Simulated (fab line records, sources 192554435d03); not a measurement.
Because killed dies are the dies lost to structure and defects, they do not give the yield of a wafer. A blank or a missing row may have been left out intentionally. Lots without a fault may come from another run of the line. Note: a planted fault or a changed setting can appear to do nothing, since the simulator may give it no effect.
fab line records | flow n5_finfet
[record] lots = 10 wafers = 30 last_day = 18
route steps=1938 shown BEOL_M9@1461 BEOL_M10@1484
lots with no fault: from the same line, run without faults
start_h: the number of hours between the record's first day and the start of the first shown wafer of the lot | wait_h: hours from the lot's prior step to this one | " as in the row above | L1.1+2: several wafers, shown together as one row | - either no value or no given start | * or withheld: withheld | < > ~ a bound
route shown NAME@n: names a module that has steps shown in the file, with the first one's number in the route | usual: mean/standard deviation taken from wafers without a fault | same: alike in all rows | chamber/n: place in a boat | sites: the reading at each site | _std_site: their standard deviation | _edge_site: outer sites' mean less inner sites' | radius_mm: how far each site lies from the wafer's centre | mask NAME#n: copy n | behind: the most recent tool/chamber to have shaped the wafer | hold: the reason the lot was held/the length of the hold in hours/how it ended | device: the transistor (n, p or np) that didn't switch | end of line: tests run on the same wafers once the route is complete | for a step that has no rows: nothing shown but its recipe | killed: dies lost to structure and defects at the first sort, not the wafer's yield | map: a wafer's dies, x killed, . not, _ none there
set.NAME: the run value of the setting; set.NAME@STEP: its run value at that earlier step | model.NAME: the simulator's own value behind a step, which no gauge read
steps of the route over a sample of lots; a table a step, a row a wafer
services: when a tool's chamber went out of use (start_h, in hours from the record's first day, below 0 if earlier), for how many hours, and the reason
[[steps]]
[step N5_BEOL_M9_SPUTTER_48]
[recipe] material = Cu target_thk_a = 120 temp_c = -20 bias_v = 60 power_w = 26000 chamber_pressure_pa = 0.13 time_s = 2
[usual] chuck_sensor_temp_C = -16.1/0.54 throttle_valve_pct = 29.6/1.2
// columns lot.wafer tool chamber start_h wait_h chuck_sensor_temp_C throttle_valve_pct
L769.1 pvd_sputter-03 - 230.46 0.1 -15.8 30.8
L769.2 " - " " -16.4 28.1
L769.5 " - " " -15.9 30.9
L774.1 pvd_sputter-01 - 270.56 0.1 -16.1 31.1
L774.3 " - " " -17.0 29.8
L774.5 " - " " -17.3 29.9
L772.2 pvd_sputter-02 - 273.84 0.1 -15.1 31.4
L772.5 " - " " -15.5 28.4
L772.6 " - " " -16.6 31.1
L773.2 pvd_sputter-02 - 274.22 0.1 -15.4 28.1
L773.4 " - " " -15.9 28.9
L773.5 " - " " -15.7 29.1
L775.1 pvd_sputter-01 - 287.27 0.1 -16.3 28.1
L775.3 " - " " -17.1 29.9
L775.4 " - " " -16.0 31.1
L776.2 pvd_sputter-01 - 294.78 0.1 -16.4 28.1
L776.4 " - " " -16.0 31.1
L776.6 " - " " -17.2 29.5
L782.3 pvd_sputter-03 - 324.42 0.1 -15.7 31.0
L782.4 " - " " -15.8 30.4
L782.5 " - " " -15.6 30.0
L784.1 pvd_sputter-01 - 332.86 0.1 -15.9 30.7
L784.2 " - " " -16.0 28.0
L784.3 " - " " -16.2 28.1
L783.1 pvd_sputter-03 - 333.06 0.1 -15.8 30.5
L783.2 " - " " -15.6 30.4
L783.3 " - " " -15.8 30.8
L787.2 pvd_sputter-02 - 365.78 0.1 -15.4 31.4
L787.3 " - " " -16.6 31.3
L787.4 " - " " -15.7 29.1
[step N5_BEOL_M10_OVL_MEAS_12]
[recipe] points_per_wafer = 44
[usual] M10_OVL = 0.5/0.73
// columns lot.wafer tool chamber start_h wait_h M10_OVL[nm]
L769.1 overlay-01 0 233.41 0.0 0.3
L769.2 " 0 " " 0.7
L769.5 " 0 " " 1.7
L774.1 overlay-01 0 274.17 0.0 -1.9
L774.3 " 0 " " -0.5
L774.5 " 0 " " -0.8
L772.2 overlay-02 0 276.02 0.0 0.1
L772.5 " 0 " " 0.3
L772.6 " 0 " " -0.4
L773.2 overlay-01 0 277.06 0.0 0.6
L773.4 " 0 " " 0.2
L773.5 " 0 " " 0.4
L775.1 overlay-01 0 290.22 0.0 0.8
L775.3 " 0 " " 0.2
L775.4 " 0 " " -0.6
L776.2 overlay-02 0 300.06 0.0 0.9
L776.4 " 0 " " 1.0
L776.6 " 0 " " 1.1
L782.3 overlay-01 0 329.15 0.0 0.9
L782.4 " 0 " " 1.6
L782.5 " 0 " " 0.3
L784.1 overlay-02 0 336.21 0.0 0.7
L784.2 " 0 " " 1.0
L784.3 " 0 " " 1.4
L783.1 overlay-02 0 336.26 0.0 0.5
L783.2 " 0 " " 1.1
L783.3 " 0 " " 0.3
L787.2 overlay-02 0 370.49 0.0 -0.1
L787.3 " 0 " " 0.7
L787.4 " 0 " " 0.5
[step N5_BEOL_M10_ETCH_62]
[recipe] chemistry = N2/H2 target = SOC target_depth_a = 1100 overetch_a = 220 mask_material = SiARC temp_c = 40 time_s = 165 ion_energy_ev = 200 pressure_mtorr = 30 source_w = 840 bias_w = 150 n2_flow_sccm = 200 h2_flow_sccm = 200
[usual] drypump_motor_current_A = 5.6/0.49 oes_product_au = 0.66/0.043 rf_fwd_power_W = 837.6/2.4 rf_vpp_V = 523.4/2.1 showerhead_plenum_p_Torr = 2.53/0.077 temp_c = 40.03/0.13 throttle_valve_pct = 17.79/0.28
// columns lot.wafer tool chamber start_h wait_h drypump_motor_current_A oes_product_au rf_fwd_power_W rf_hours_counter_h rf_vpp_V showerhead_plenum_p_Torr temp_c throttle_valve_pct
L769.1 rie_diel-03 2 233.75 0.0 5.6 0.71 833.9 49 523.8 2.57 40.07 17.31
L769.2 " 3 " " 6.0 0.63 834.6 151 525.2 2.54 40.01 17.74
L769.5 " 3 " " 6.0 0.63 835.1 - 522.5 2.54 40.09 17.72
L774.1 rie_diel-02 0 274.39 0.0 5.4 0.61 840.6 188 523.0 2.52 40.04 18.06
L774.3 " 2 " " 5.1 0.72 838.1 62 523.8 2.48 40.01 18.15
L774.5 " 1 " " 5.0 0.69 836.9 - 521.9 2.47 40.11 17.91
L772.2 rie_diel-06 1 276.17 0.0 4.8 0.60 838.2 197 519.8 2.41 40.16 17.91
L772.5 " 3 " " 6.6 0.65 839.1 - 526.0 2.56 39.99 18.13
L772.6 " 0 " " 6.3 0.70 835.8 - 521.3 2.47 40.06 17.81
L773.2 rie_diel-03 0 277.21 0.0 5.5 0.68 839.3 105 526.6 2.67 39.89 17.30
L773.4 " 3 " " 6.0 0.62 836.3 167 523.7 2.53 40.09 17.75
L773.5 " 0 " " 5.5 0.68 837.1 - 526.6 2.67 39.88 17.29
L775.1 rie_diel-03 3 290.36 0.0 6.0 0.62 838.9 170 523.0 2.53 39.98 17.76
L775.3 " 1 " " 6.1 0.72 840.9 79 526.4 2.58 39.96 17.59
L775.4 " 0 " " 5.5 0.67 841.4 109 527.8 2.67 39.94 17.31
L776.2 rie_diel-02 3 300.20 0.0 5.4 0.63 833.4 187 526.5 2.63 40.06 17.88
L776.4 " 0 " " 5.4 0.60 838.0 197 524.1 2.52 40.21 18.08
L776.6 " 1 " " 5.1 0.69 840.0 - 519.6 2.47 39.99 17.92
L782.3 rie_diel-06 1 329.32 0.0 4.8 0.60 837.4 215 519.2 2.40 40.23 17.91
L782.4 " 2 " " 5.5 0.66 836.7 145 521.2 2.43 40.00 17.74
L782.5 " 1 " " 4.8 0.60 837.6 - 520.3 2.40 40.14 17.96
L784.1 rie_diel-02 2 336.35 0.0 5.1 0.70 842.7 84 522.5 2.47 40.05 18.21
L784.2 " 0 " " 5.4 0.59 839.9 209 524.3 2.52 39.84 18.12
L784.3 " 1 " " 5.1 0.67 839.3 95 521.1 2.46 40.01 17.95
L783.1 rie_diel-03 3 336.48 0.0 6.0 0.61 835.9 184 524.9 2.52 40.09 17.78
L783.2 " 1 " " 6.2 0.70 836.5 96 524.8 2.57 39.99 17.62
L783.3 " 0 " " 5.5 0.65 839.4 128 527.1 2.66 39.93 17.36
L787.2 rie_diel-06 2 370.67 0.0 5.4 0.65 839.5 157 520.8 2.43 40.03 17.77
L787.3 " 1 " " 4.9 0.59 837.2 230 520.4 2.39 40.39 17.96
L787.4 " 3 " " 6.6 0.63 839.8 152 523.6 2.55 40.06 18.16
[step N5_BEOL_M10_ETCH_41]
[recipe] chemistry = CH3F/O2 target = SiCN target_depth_a = 426 taper_deg = 2 time_s = 86 ion_energy_ev = 120 mask_material = TiN pressure_mtorr = 30 source_w = 395 bias_w = 75 Ar_flow_sccm = 150 CH3F_flow_sccm = 30 O2_flow_sccm = 20
[usual] O2_flow_sccm = 20.00/0.06 drypump_motor_current_A = 5.5/0.54 oes_product_au = 0.77/0.051 rf_fwd_power_W = 392.5/1.4 rf_vpp_V = 296.9/1.3 showerhead_plenum_p_Torr = 1.98/0.053 throttle_valve_pct = 16.41/0.19
// columns lot.wafer tool chamber start_h wait_h O2_flow_sccm drypump_motor_current_A oes_product_au rf_fwd_power_W rf_hours_counter_h rf_vpp_V showerhead_plenum_p_Torr throttle_valve_pct
L769.1 rie_diel-06 1 236.17 - 19.96 4.9 0.72 390.7 183 295.7 1.91 16.49
L769.2 " 3 " " 20.10 6.6 0.78 393.7 111 298.3 2.02 16.48
L769.5 " 1 " " 19.97 4.9 0.72 392.6 - 295.4 1.91 16.49
L774.1 rie_diel-02 0 275.53 - 20.02 5.4 0.68 391.8 189 297.0 1.99 16.56
L774.3 " 3 " " 19.96 5.4 0.73 391.6 179 299.9 2.07 16.47
L774.5 " 1 " " 20.09 5.0 0.80 392.2 - 295.1 1.96 16.45
L772.2 rie_diel-06 0 277.53 - 19.87 6.3 0.83 391.4 69 297.0 1.95 16.44
L772.5 " 3 " " 20.02 6.6 0.77 394.2 - 297.3 2.01 16.49
L772.6 " 2 " " 20.05 5.4 0.76 392.3 - 296.7 1.93 16.38
L773.2 rie_diel-06 2 278.75 - 20.00 5.4 0.76 392.8 130 296.3 1.93 16.36
L773.4 " 1 " " 20.05 4.8 0.71 393.9 198 297.0 1.90 16.55
L773.5 " 2 " " 19.96 5.4 0.77 392.3 - 295.9 1.93 16.37
L775.1 rie_diel-02 1 292.80 - 19.95 5.0 0.80 393.6 80 296.4 1.96 16.46
L775.3 " 2 " " 19.98 5.1 0.84 391.6 69 295.0 1.94 16.47
L775.4 " 0 " " 20.00 5.4 0.70 390.2 195 297.6 1.99 16.58
L776.2 rie_diel-02 2 302.13 - 20.02 5.1 0.78 295.6 72 324.7 1.94 16.47
L776.4 " 1 " " 20.01 5.0 0.74 298.7 83 323.4 1.96 16.47
L776.6 " 3 " " 19.97 5.4 0.67 296.5 - 327.0 2.07 16.49
L782.3 rie_diel-02 2 332.22 - 19.97 5.1 0.78 296.4 83 324.0 1.94 16.50
L782.4 " 0 " " 20.03 5.4 0.64 294.6 208 325.1 1.98 16.62
L782.5 " 3 " " 19.93 5.4 0.67 298.8 - 326.2 2.07 16.49
L783.1 rie_diel-03 2 338.79 - 20.02 5.6 0.79 391.0 86 297.9 2.02 16.03
L783.2 " 0 " " 19.99 5.5 0.78 392.8 128 300.2 2.08 15.87
L783.3 " 3 " " 20.03 6.0 0.71 393.3 185 295.7 1.98 16.12
L784.1 rie_diel-06 2 339.43 - 20.02 5.4 0.76 392.6 149 294.8 1.92 16.40
L784.2 " 3 " " 20.04 6.6 0.75 392.0 143 296.6 2.01 16.53
L784.3 " 0 " " 20.06 6.2 0.80 392.0 91 295.2 1.95 16.50
L787.2 rie_diel-06 3 372.87 - 19.98 6.6 0.75 392.3 152 296.7 2.00 16.56
L787.3 " 2 " " 20.06 5.4 0.75 394.6 158 294.5 1.92 16.42
L787.4 " 1 " " 20.03 4.9 0.69 393.2 231 295.2 1.89 16.58
[[services]]
// columns tool chamber start_h hours kind
rie_diel-06 3 237.05 5.0 repair
pvd_sputter-02 - 288.76 8.9 repair
rie_diel-03 3 307.60 7.1 repair
pvd_sputter-01 - 326.48 1.0 repair
rie_diel-02 3 335.50 4.8 repair
rie_diel-06 2 362.62 4.0 repair
pvd_sputter-01 - 367.91 3.0 repair
[[key]]
[first_sign] step = N5_BEOL_M10_ETCH_41 reading = rf_fwd_power_W direction = down sigmas = 68 usual = * struck = *
[effect] step = N5_BEOL_M10_ETCH_41 reading = rf_vpp_V direction = up sigmas = 22 usual = 296.9 struck = 325.1
met_at N5_BEOL_M10_ETCH_41
struck_lots L776,L782
not_acting_at N5_BEOL_M9_SPUTTER_48,N5_BEOL_M10_OVL_MEAS_12,N5_BEOL_M10_ETCH_62
onset_between 292.80 302.13
[fault] kind = process_parameter_drift tool = rie_diel-02 chamber = - onset_h = 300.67 steps = N5_BEOL_M10_ETCH_41 channel = source_w offset = -94.8 shape = step end_h = 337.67 acts_in = these_recipes_only stated = 395
